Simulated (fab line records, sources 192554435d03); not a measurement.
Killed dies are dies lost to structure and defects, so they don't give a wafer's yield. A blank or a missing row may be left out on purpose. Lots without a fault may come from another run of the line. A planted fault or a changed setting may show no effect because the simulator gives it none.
Split-lot experiment | flow n5_finfet | 7 lots, 21 wafers read, on a route of 1938 steps

THE SPLIT
At N5_BEOL_M13_SPUTTER_43 (material TaN, target thk 15 nm, time 24.19 s), the setting time_s was moved away from the recipe's 24.19 s on 8 of the 21 wafers read, by -11.7% to +6.7%. The other wafers ran this setting at the recipe's value.

The reading is taken at the split's own step.

THE READING
TaN_of_BEOL_M13_SPUTTER_43.thk_nm (the simulator's own value, which no gauge read), in nm, at N5_BEOL_M13_SPUTTER_43 (material TaN, target thk 15 nm, time 24.19 s). The file gives no usual value for it. The 13 wafers here that ran the recipe average 15.1 nm, standard deviation 0.19 nm.

wafer  | tool, chamber at the split | time_s as run, s | against the recipe | TaN_of_BEOL_M13_SPUTTER_43.thk_nm, nm | against lot-mates on the recipe
L078.3 | pvd_sputter-03, -          | 21.36            | -11.7%             | 13.4                                  | no lot-mate on the recipe
L078.4 | pvd_sputter-03, -          | 21.36            | -11.7%             | 13.6                                  | no lot-mate on the recipe
L078.6 | pvd_sputter-03, -          | 21.36            | -11.7%             | 13.6                                  | no lot-mate on the recipe
L085.2 | pvd_sputter-02, -          | 24.19            | recipe             | 15.2                                  | -
L085.3 | pvd_sputter-02, -          | 21.39            | -11.6%             | 13.6                                  | -1.6
L085.5 | pvd_sputter-02, -          | 21.39            | -11.6%             | 13.4                                  | -1.8
L084.1 | pvd_sputter-01, -          | 25.8             | +6.7%              | 16                                    | +1.0
L084.3 | pvd_sputter-01, -          | 25.8             | +6.7%              | 16.2                                  | +1.2
L084.5 | pvd_sputter-01, -          | 24.19            | recipe             | 15                                    | -
L087.1 | pvd_sputter-01, -          | 24.19            | recipe             | 15                                    | -
L087.6 | pvd_sputter-01, -          | 24.19            | recipe             | 15                                    | -
L087.2 | pvd_sputter-01, -          | 24.19            | recipe             | 15.2                                  | -
L091.1 | pvd_sputter-01, -          | 24.19            | recipe             | 15.2                                  | -
L091.3 | pvd_sputter-01, -          | 24.19            | recipe             | 14.8                                  | -
L091.5 | pvd_sputter-01, -          | 24.19            | recipe             | 14.8                                  | -
L096.1 | pvd_sputter-03, -          | 24.19            | recipe             | 15                                    | -
L096.5 | pvd_sputter-03, -          | 24.19            | recipe             | 15                                    | -
L096.4 | pvd_sputter-03, -          | 24.19            | recipe             | 15.4                                  | -
L097.1 | pvd_sputter-03, -          | 24.19            | recipe             | 15.2                                  | -
L097.2 | pvd_sputter-03, -          | 22.89            | -5.4%              | 14.2                                  | -1.1
L097.4 | pvd_sputter-03, -          | 24.19            | recipe             | 15.4                                  | -

THE FIT
A straight line over all 21 wafers: TaN_of_BEOL_M13_SPUTTER_43.thk_nm changes by +0.139 nm for each +1% of time_s; r = +0.98; the points scatter about the line by 0.17 nm.
The same after taking each lot's own level away (the mean of its wafers on the recipe; 18 wafers): +0.156 nm for each +1%; r = +0.98; scatter 0.16 nm.
On that fit, the largest move of time_s shifts the reading by 1.8 nm.
The lots' own levels span 14.93 to 15.30 nm, that is 2.0 times the standard deviation above.
So the lot-to-lot level changes the slope: the two fits differ.
Check: with one of the wafers moved furthest among these (-11.6%) left out of the fit, the line predicts -1.91 nm for it against its lot-mates. It came out at -1.6 nm against them.

OTHER SPLITS ON THESE WAFERS
These wafers also went through other splits before the reading. Each is held against what the fit with the lots' levels taken away leaves over:
other split on the same wafers    | wafers away from the commonest value | r with TaN_of_BEOL_M13_SPUTTER_43.thk_nm (lot level and that fit taken away)
N5_BEOL_M13_TRENCH_ETCH_34 time_s | 7                                    | +0.18

THE FILE'S OWN FIT
TaN_of_BEOL_M13_SPUTTER_43.thk_nm changes by +0.159 nm for each +1% of time_s, r = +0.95.
